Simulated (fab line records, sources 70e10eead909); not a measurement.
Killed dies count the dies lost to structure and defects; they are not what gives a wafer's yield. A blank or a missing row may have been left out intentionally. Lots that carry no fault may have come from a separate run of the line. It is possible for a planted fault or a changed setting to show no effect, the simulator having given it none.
Comparing a struck lot with a sound one + flow nand_harc + 17 steps out of a route of 1302
Sound: the wafers L400.3, L400.4, L400.5. Struck: wafers L408.4, L408.5 (left out: L408.3, a lot-mate that was not struck); the cause follows at the end.
Per side, at each step with rows, come the tool, then ch with its chambers, and then its first start. Under that, the readings that differ: sound wafers + struck wafers + difference of the means + sigmas: that difference in standard deviations of wafers without a fault.
alike: words and numbers the same on both sides, and readings whose means are apart by under 2 such deviations; not compared: readings that were withheld, readings missing a value for some wafer, numbers with overlapping values and no deviation given by the record, and bounds like >300 which may hide the same value.
A row with sigmas, a row that says differs or no value, or rows on one side alone: a step with any of these is where the two part. Numbers that don't overlap but have no deviation are shown without sigmas and don't part them. A reading missing from all wafers of one side parts the sides only when that side holds two or more wafers.

NHARC_A_M0_OVL_MEAS_10: pitch 160 nm.
  sound on overlay-02, day 24 09:58; struck on overlay-01, day 28 05:49
  alike: overlay_x_nm, overlay_y_nm
NHARC_A_M0_INSPECT_11:
  sound on defect_inspect-01, day 24 09:59; struck on defect_inspect-02, day 28 05:52
  alike: raw_defect_count
NHARC_A_M0_DESCUM_14: chemistry O2, time 3 s.
  sound on rie_diel-10 ch 0,3, day 24 10:03; struck on rie_diel-10 ch 0,2, day 28 05:56
  alike: chamber_pressure_mTorr, drypump_motor_current_A, oes_product_au, rf_vpp_V, showerhead_plenum_p_Torr, throttle_valve_pct
  not compared: rf_hours_counter_h
NHARC_A_M0_ETCH_34: etches the open film in N2/H2, target depth 40 nm, overetch 12 nm, time 43.94 s.
  sound on rie_diel-10 ch 0,2, day 24 10:08; struck on rie_diel-10 ch 0,3, day 28 06:31
  alike: chamber_pressure_mTorr, drypump_motor_current_A, oes_product_au, rf_vpp_V, showerhead_plenum_p_Torr, throttle_valve_pct
  not compared: rf_hours_counter_h
then, 1 step without rows for these wafers: NHARC_A_M0_ETCH_15 (etches the open film in C4F8/Ar, target depth 150 nm, overetch 15 nm, time 82.5 s).
NHARC_A_M0_CD_MEAS_16:
  sound on cd_sem-03, day 24 10:22; struck on cd_sem-01, day 28 06:45
  alike: cd_nm
then, 2 steps without rows for these wafers: NHARC_A_M0_STRIP_18 (strips in N2/H2); NHARC_A_M0_STRIP_19 (strips in post etch residue remover, time 600 s).
NHARC_A_M0_DEGAS_28: time 60 s.
  sound on pvd_sputter-03, day 24 10:59; struck on pvd_sputter-01, day 28 07:21
  alike: heater_power_w
then, 2 steps without rows for these wafers: NHARC_A_M0_PRE_CLEAN_29 (time 30 s); NHARC_A_M0_PVD_20 (deposits TaN, target thk 5 nm, time 8.06 s).
NHARC_A_M0_PVD_21: deposits Cu, target thk 30 nm, time 20.49 s.
  sound on pvd_sputter-03; struck on pvd_sputter-01
  alike: throttle_valve_pct
NHARC_A_M0_ECD_22: material Cu, target thk 400 nm.
  sound on ecd_cu-02 ch 0,1, day 24 11:26; struck on ecd_cu-01 ch 0, day 28 07:49
  alike: bath_temp_c
NHARC_A_M0_ANNEAL_30: time 90 s.
  sound on rtp_anneal-01 ch 0, day 24 11:50; struck on rtp_anneal-02 ch 0, day 28 08:12
  alike: wafer_temp_C_max
NHARC_A_M0_CMP_23: polishes, t overpolish 20 s, target thk 113.75 nm.
  sound on cmp-02 ch 1,2,3, day 24 12:06; struck on cmp-01 ch 1,3, day 28 08:26
| reading                | sound          | struck    | difference | sigmas |
|------------------------|----------------|-----------|------------|--------|
| time_to_endpoint_s (s) | 27.1 30.4 32.4 | 15.4 14.6 | -15.0      | -7     |
  alike: motor_current_A
NHARC_A_M0_THK_MEAS_24: measures by xrf.
  sound on film_metro-01, day 24 12:23; struck on film_metro-01, day 28 08:46
  alike: thk_nm
NHARC_END_SORT_01:
  the record has rows for the sound wafers here (prober-02 ch 0, day 26 11:47) and none for the struck ones

WHERE THEY PART
Last at NHARC_END_SORT_01 as far as this record goes, first at NHARC_A_M0_CMP_23.

WHY: the cause the simulator had injected
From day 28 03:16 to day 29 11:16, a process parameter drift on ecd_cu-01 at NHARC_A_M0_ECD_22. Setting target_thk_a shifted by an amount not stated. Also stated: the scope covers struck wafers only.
